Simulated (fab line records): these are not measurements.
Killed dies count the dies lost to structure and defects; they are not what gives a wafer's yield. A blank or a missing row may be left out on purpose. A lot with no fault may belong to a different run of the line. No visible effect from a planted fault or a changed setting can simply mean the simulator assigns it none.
The tool behind it: which one?	flow nand_harc	11 lots, 33 wafers sampled, at 3 steps of a route of 1302

== WHAT THE GAUGES SHOWED, per wafer ==
NHARC_A_CHANNEL_HOLE_D2_INSPECT_40.
lot	measured	on	raw_defect_count
L313	day 14 09:32	defect_inspect-01	226 324 292
L315	day 14 13:41	defect_inspect-01	240 344 309
L317	day 15 07:18	defect_inspect-02	247 424 291
L318	day 15 07:26	defect_inspect-01	226 332 217
L325	day 18 04:29	defect_inspect-02	220 273 214
L324	day 18 05:21	defect_inspect-02	169 203 193
L326	day 19 08:46	defect_inspect-01	251 231 203
L330	day 20 06:07	defect_inspect-01	205 211 167
L331	day 20 15:44	defect_inspect-01	403 254 273
L333	day 21 17:40	defect_inspect-01	220 228 285
L335	day 22 10:48	defect_inspect-02	182 179 319

== WHAT TOOL EACH LOT RAN ON (gives the tool, then ch and the chambers of the sampled wafers, and finally the start) ==
lot	NHARC_A_CHANNEL_HOLE_D2_ETCH_26	NHARC_A_CHANNEL_HOLE_D2_ETCH_27
L313	har_etch-02 ch 1, day 14 07:25	har_etch-02 ch 1, day 14 07:47
L315	har_etch-02 ch 0,1, day 14 11:50	har_etch-02 ch 0,1, day 14 12:01
L317	har_etch-02 ch 0,1, day 15 05:22	har_etch-02 ch 0,1, day 15 05:34
L318	har_etch-01 ch 0,1, day 15 05:33	har_etch-01 ch 0,1, day 15 05:45
L325	har_etch-02 ch 0,1, day 18 02:25	har_etch-02 ch 0,1, day 18 02:37
L324	har_etch-01 ch 0,1, day 18 03:26	har_etch-01 ch 0,1, day 18 03:38
L326	har_etch-01 ch 0,1, day 19 06:46	har_etch-01 ch 0,1, day 19 06:57
L330	har_etch-01 ch 1, day 20 04:12	har_etch-01 ch 1, day 20 04:24
L331	har_etch-02 ch 0,1, day 20 13:50	har_etch-02 ch 0,1, day 20 14:02
L333	har_etch-02 ch 0,1, day 21 15:44	har_etch-02 ch 0,1, day 21 15:56
L335	har_etch-02 ch 0,1, day 22 08:53	har_etch-02 ch 0,1, day 22 09:05
- NHARC_A_CHANNEL_HOLE_D2_ETCH_26: etches the open film in C4F8/O2/Ar, time 224.1 s, target depth 300 nm.
- NHARC_A_CHANNEL_HOLE_D2_ETCH_27: etches the open film in C4F8/O2/Ar, time 90 s, target depth 400 nm.

== THE ANSWER, worked out from the rows above alone ==
Rule: the lots themselves supply what counts as usual. Put in order of their means at a reading, lots are off if they are a third of the lots or fewer, leave a main group of 4 or more, and stand apart from it by a gap of 3 or more times the standard deviation of the main group's means; of several such gaps the widest counts. If all means in a main group match to the digits the tables above print for the reading, that group is not used. A lot without any number at a reading at which 4 lots or more have one is off too. Any other lot the step has rows for is counted as sound.
No lot is off on any of the readings shown, so nothing can be concluded from this.

== WHAT THE SIMULATOR PUT IN ==
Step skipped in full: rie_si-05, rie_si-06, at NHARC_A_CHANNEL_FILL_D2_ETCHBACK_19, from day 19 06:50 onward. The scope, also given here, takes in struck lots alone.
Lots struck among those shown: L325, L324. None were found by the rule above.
